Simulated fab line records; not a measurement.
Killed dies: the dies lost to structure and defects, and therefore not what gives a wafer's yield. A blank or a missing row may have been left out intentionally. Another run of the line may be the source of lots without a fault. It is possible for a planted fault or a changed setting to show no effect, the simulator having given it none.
The tool behind it: which one?    flow n5Finfet    24 wafers from 9 lots sampled at 5 of the route's 1938 steps

== WHAT THE GAUGES READ, wafer by wafer ==
N5_BEOL_M4_RC_MEAS_101. Usual: DIBL_N 36.1 mV/V, standard deviation 1.5; DIBL_P 36.1 mV/V, standard deviation 1.9; IOFF_N 0.159 nA/um, standard deviation 0.029; IOFF_P 0.21 nA/um, standard deviation 0.038; ION_N 675 uA/um, standard deviation 11; ION_P 464 uA/um, standard deviation 8.1; SS_N 71.5 mV/dec, standard deviation 0.57; SS_P 73.3 mV/dec, standard deviation 0.64; VT_N 249 mV, standard deviation 3.1; VT_P -250 mV, standard deviation 3.8.
lot   measured      on         DIBL_N (mV/V)   DIBL_P (mV/V)   IOFF_N (nA/um)     IOFF_P (nA/um)  ION_N (uA/um)  ION_P (uA/um)  SS_N (mV/dec)   SS_P (mV/dec)   VT_N (mV)    VT_P (mV)       flag
L690  day 8 09:32   prober-01  37.8 35.9 36.7  37.3 34.2 36.4  0.161 0.137 0.148  0.24 0.19 0.22  666 672 654    464 462 454    71.8 72.3 71.5  73.8 72.5 73.3  249 250 253  -246 -249 -247  
L691  day 9 00:53   prober-02  34.6 36.3 35.7  34.7 36.2 35.8  0.141 0.157 0.162  0.19 0.21 0.21  683 676 677    467 466 469    70.9 72.1 71.3  72.6 73.3 72.5  250 249 249  -252 -250 -249  
L693  day 9 07:42   prober-02  38.1 36.5 37.6  37.4 35.2 35.9  0.169 0.151 0.170  0.23 0.20 0.20  670 679 669    461 469 458    72.0 71.3 71.9  73.6 73.0 73.2  250 249 247  -250 -250 -251  
L696  day 10 04:53  prober-02  37.8 36.9       37.7 36.1       0.172 0.151        0.25 0.23       677 676        474 466        71.8 71.4       73.7 73.1       247 249      -246 -247       
L703  day 12 02:38  prober-01  32.5 34.4 35.7  32.2 33.8 35.1  0.111 0.129 0.150  0.17 0.19 0.21  667 667 663    464 463 458    70.8 70.5 71.1  72.5 72.4 73.2  253 254 249  -254 -251 -248  
L705  day 12 10:04  prober-01  35.3 37.3       36.4 39.1       0.159 0.206        0.21 0.26       688 689        463 468        72.2 72.0       73.5 74.1       248 244      -249 -247       
L706  day 12 12:51  prober-01  36.9 36.9 36.4  39.4 39.2 38.2  0.195 0.187 0.174  0.25 0.23 0.22  675 673 671    465 463 462    71.8 72.0 72.4  74.3 74.5 74.7  247 249 250  -247 -252 -248  
L708  day 13 12:38  prober-02  35.6 34.5       36.6 34.6       0.159 0.131        0.20 0.17       674 664        456 456        71.3 71.1       72.6 73.1       247 252      -252 -255       
L710  day 14 09:27  prober-01  36.2 36.6 34.8  36.8 36.4 36.0  0.181 0.180 0.168  0.23 0.23 0.23  684 680 686    469 468 473    71.1 70.9 71.5  73.3 72.5 73.6  247 246 244  -247 -248 -247  

== WHICH TOOL RAN EACH LOT (tool, then ch and the chambers of the sampled wafers, then the start) ==
lot   N5_HKMG_FIN_ETCH_86               N5_HKMG_FIN_STRIP_89              N5_HKMG_FIN_CMP_23            N5_GATE_CUT_ETCHBACK_00
L690  rieDiel-02 ch 1,2, day 5 00:27    rieDiel-02 ch 1,2, day 5 00:31    cmp-01 ch 1,2,3, day 5 02:48  rieMetal-01 ch 0,1, day 5 03:33
L691  rieDiel-02 ch 0,1,2, day 5 09:01  rieDiel-02 ch 0,1,2, day 5 09:05  cmp-04 ch 0,2,3, day 5 12:03  rieMetal-02 ch 0,1, day 5 12:43
L693  rieDiel-02 ch 0,1, day 5 21:24    rieDiel-02 ch 0,1, day 5 21:28    cmp-04 ch 0,3, day 5 23:50    rieMetal-02 ch 0,1, day 6 00:35
L696  rieDiel-06 ch 1,3, day 6 18:58    rieDiel-06 ch 1,3, day 6 19:02    cmp-03 ch 3, day 6 21:29      rieMetal-02 ch 0,1, day 6 22:13
L703  rieDiel-06 ch 0,1,2, day 8 06:56  rieDiel-06 ch 0,1,2, day 8 07:00  cmp-04 ch 0,1,2, day 8 09:29  rieMetal-01 ch 0,1, day 8 10:07
L705  rieDiel-06 ch 2, day 8 19:14      rieDiel-06 ch 2, day 8 19:18      cmp-01 ch 0,3, day 8 21:44    rieMetal-01 ch 0,1, day 8 22:20
L706  rieDiel-02 ch 0,2, day 9 03:52    rieDiel-02 ch 0,2, day 9 03:55    cmp-04 ch 1,2, day 9 06:17    rieMetal-01 ch 0,1, day 9 07:02
L708  rieDiel-06 ch 0, day 9 11:42      rieDiel-06 ch 0, day 9 11:46      cmp-03 ch 2, day 9 14:14      rieMetal-02 ch 1, day 9 14:54
L710  rieDiel-01 ch 1,3, day 9 22:50    rieDiel-01 ch 1,3, day 9 22:53    cmp-01 ch 0,2, day 10 01:24   rieMetal-03 ch 0,1, day 10 02:04
- N5_HKMG_FIN_ETCH_86: etches SOC in N2/H2, stops on TiN, target depth 393.2 nm.
- N5_HKMG_FIN_STRIP_89: strips SOC in N2/H2, time 20 s.
- N5_HKMG_FIN_CMP_23: polishes, stops on SiNx, t overpolish 10 s, target thk 46.326 nm.
- N5_GATE_CUT_ETCHBACK_00: etches W in SF6/Cl2.

== WHAT THE TOOLS THEMSELVES READ (means of the sampled wafers that have a number; where no wafer has one, the mark that the record gives instead) ==
N5_HKMG_FIN_ETCH_86. Usual: chamberPressureMTorr 29.999 mTorr (standard deviation 0.028); drypumpMotorCurrentA 5.6 A (standard deviation 0.51); h2FlowSccm 200.0 sccm (standard deviation 0.57); oesProductAu 0.83 a.u. (standard deviation 0.068); rfVppV 241.1 V (standard deviation 1.5); showerheadPlenumPTorr 2.58 Torr (standard deviation 0.11); throttleValvePct 17.73 % (standard deviation 0.19).
lot   tool        chamberPressureMTorr (mTorr)  drypumpMotorCurrentA (A)  h2FlowSccm (sccm)  oesProductAu (a.u.)  rfVppV (V)  showerheadPlenumPTorr (Torr)  throttleValvePct (%)  flag
L690  rieDiel-02  30.000                        5.7                       200.5              0.86                 242.1       2.67                          17.59                 
L691  rieDiel-02  30.002                        5.7                       199.9              0.87                 241.5       2.64                          17.53                 
L693  rieDiel-02  30.001                        5.7                       199.9              0.88                 241.7       2.61                          17.49                 
L696  rieDiel-06  29.974                        6.0                       199.9              0.84                 241.1       2.57                          17.73                 
L703  rieDiel-06  30.022                        5.8                       200.2              0.86                 241.5       2.62                          17.83                 
L705  rieDiel-06  30.046                        5.4                       199.3              0.87                 243.1       2.70                          17.83                 
L706  rieDiel-02  30.007                        5.8                       199.7              0.83                 242.5       2.63                          17.63                 
L708  rieDiel-06  30.002                        5.3                       199.8              0.87                 242.6       2.71                          17.74                 
L710  rieDiel-01  30.026                        5.6                       199.8              0.77                 239.9       2.49                          17.84                 

N5_HKMG_FIN_STRIP_89. Usual: biasPowerW 8.001 W, standard deviation 0.022; chamberPressureMTorr 50.00 mTorr, standard deviation 0.047; drypumpMotorCurrentA 5.6 A, standard deviation 0.51; h2FlowSccm 300.1 sccm, standard deviation 0.78; oesProductAu 0.84 a.u., standard deviation 0.07; rfVppV 54.3 V, standard deviation 0.81; showerheadPlenumPTorr 3.40 Torr, standard deviation 0.13; tempC 40.00 C, standard deviation 0.1; throttleValvePct 18.81 %, standard deviation 0.29.
lot   tool        biasPowerW (W)  chamberPressureMTorr (mTorr)  drypumpMotorCurrentA (A)  h2FlowSccm (sccm)  oesProductAu (a.u.)  rfVppV (V)  showerheadPlenumPTorr (Torr)  tempC (C)  throttleValvePct (%)  flag
L690  rieDiel-02  8.019           49.99                         5.7                       299.9              0.88                 54.0        3.52                          39.99      18.71                 
L691  rieDiel-02  8.011           49.98                         5.8                       300.0              0.89                 53.8        3.48                          39.96      18.63                 
L693  rieDiel-02  8.016           50.03                         5.8                       299.7              0.90                 54.4        3.44                          40.03      18.55                 
L696  rieDiel-06  7.982           49.98                         5.9                       299.9              0.85                 53.8        3.39                          39.96      18.84                 
L703  rieDiel-06  7.994           49.98                         5.8                       300.4              0.87                 54.0        3.46                          39.98      18.94                 
L705  rieDiel-06  7.983           49.95                         5.4                       299.6              0.90                 54.5        3.56                          40.04      18.93                 
L706  rieDiel-02  8.007           49.98                         5.8                       301.0              0.84                 54.8        3.48                          40.12      18.80                 
L708  rieDiel-06  7.989           49.98                         5.3                       300.1              0.88                 54.7        3.57                          39.92      18.72                 
L710  rieDiel-01  8.006           50.02                         5.6                       299.6              0.78                 54.1        3.29                          40.02      18.96                 

N5_HKMG_FIN_CMP_23. Usual: edgeZonePressureFrac 1.000, standard deviation 0.0046; motorCurrentA 12.1 A, standard deviation 1.8; overpolishRunS 10.000 s, standard deviation 0.0088; platenRpm 50.29 rpm, standard deviation 0.037; timeToEndpointS 12.7 s, standard deviation 2.3.
lot   tool    edgeZonePressureFrac  motorCurrentA (A)  overpolishRunS (s)  platenRpm (rpm)  timeToEndpointS (s)  flag
L690  cmp-01  1.002                 12.9               9.990               50.27            10.8                 
L691  cmp-04  0.996                 11.2               9.995               50.27            11.8                 
L693  cmp-04  1.000                 10.9               10.004              50.28            14.7                 
L696  cmp-03  1.002                 10.7               9.997               50.31            15.9                 
L703  cmp-04  1.006                 12.0               9.999               50.96            12.8                 OFF
L705  cmp-01  1.002                 11.6               10.002              50.26            12.2                 
L706  cmp-04  0.995                 12.2               10.003              51.02            13.0                 OFF
L708  cmp-03  0.998                 12.5               9.994               50.32            12.1                 
L710  cmp-01  1.002                 13.7               9.993               50.29            13.9                 

N5_GATE_CUT_ETCHBACK_00. Usual: chamberPressureMTorr 8.001 mTorr, standard deviation 0.007; drypumpMotorCurrentA 5.61 A, standard deviation 0.17; oesProductAu 0.74 a.u., standard deviation 0.11; throttleValvePct 27.63 %, standard deviation 0.26.
lot   tool         chamberPressureMTorr (mTorr)  drypumpMotorCurrentA (A)  oesProductAu (a.u.)  throttleValvePct (%)  flag
L690  rieMetal-01  8.003                         5.56                      0.75                 27.36                 
L691  rieMetal-02  8.002                         5.75                      0.73                 27.92                 
L693  rieMetal-02  7.999                         5.79                      0.84                 27.82                 
L696  rieMetal-02  7.995                         5.75                      0.78                 27.88                 
L703  rieMetal-01  8.008                         5.47                      0.76                 27.46                 
L705  rieMetal-01  8.011                         5.47                      0.74                 27.42                 
L706  rieMetal-01  8.002                         5.45                      0.76                 27.45                 
L708  rieMetal-02  7.994                         5.67                      0.62                 28.03                 
L710  rieMetal-03  8.003                         5.53                      0.62                 27.71                 

== THE ANSWER, worked out from the rows above alone ==
Rule: lot off if the mean of its wafers having a number is beyond 3 standard deviations from the usual mean. A lot without any number at a reading at which 4 lots or more have one is off too. Any other lot the step has rows for is counted as sound. The gauges are gone through in route order, then the tools' own readings, and for those a lot's mean is taken as printed above. The first step at which some lot is off is used, and at that step the reading that is off furthest; a lot without a number counts as furthest.
Off at N5_HKMG_FIN_CMP_23 (platenRpm): L703, L706.
If a tool, at that step or one of the process steps before it, ran each lot that is off and ran no sound lot following the first of them, it fits. One candidate fits, namely cmp-04 at N5_HKMG_FIN_CMP_23. A fault onset in the window from L693 (day 5 23:50, its last sound lot) to L703 (day 8 09:29, its first lot off) fits.
On the lots that are off, the tool's own readings at N5_HKMG_FIN_CMP_23 differ by more than 5 times the standard deviation of the sound lots' means, which bears it out; platenRpm reads 50.99 rpm there versus 50.29 rpm on the sound lots.

== WHAT WAS PUT IN BY THE SIMULATOR ==
cmp-04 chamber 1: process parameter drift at N5_HKMG_FIN_CMP_23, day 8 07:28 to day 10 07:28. The setting platenRpm was moved by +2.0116, starting from 50.289. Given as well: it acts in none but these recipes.
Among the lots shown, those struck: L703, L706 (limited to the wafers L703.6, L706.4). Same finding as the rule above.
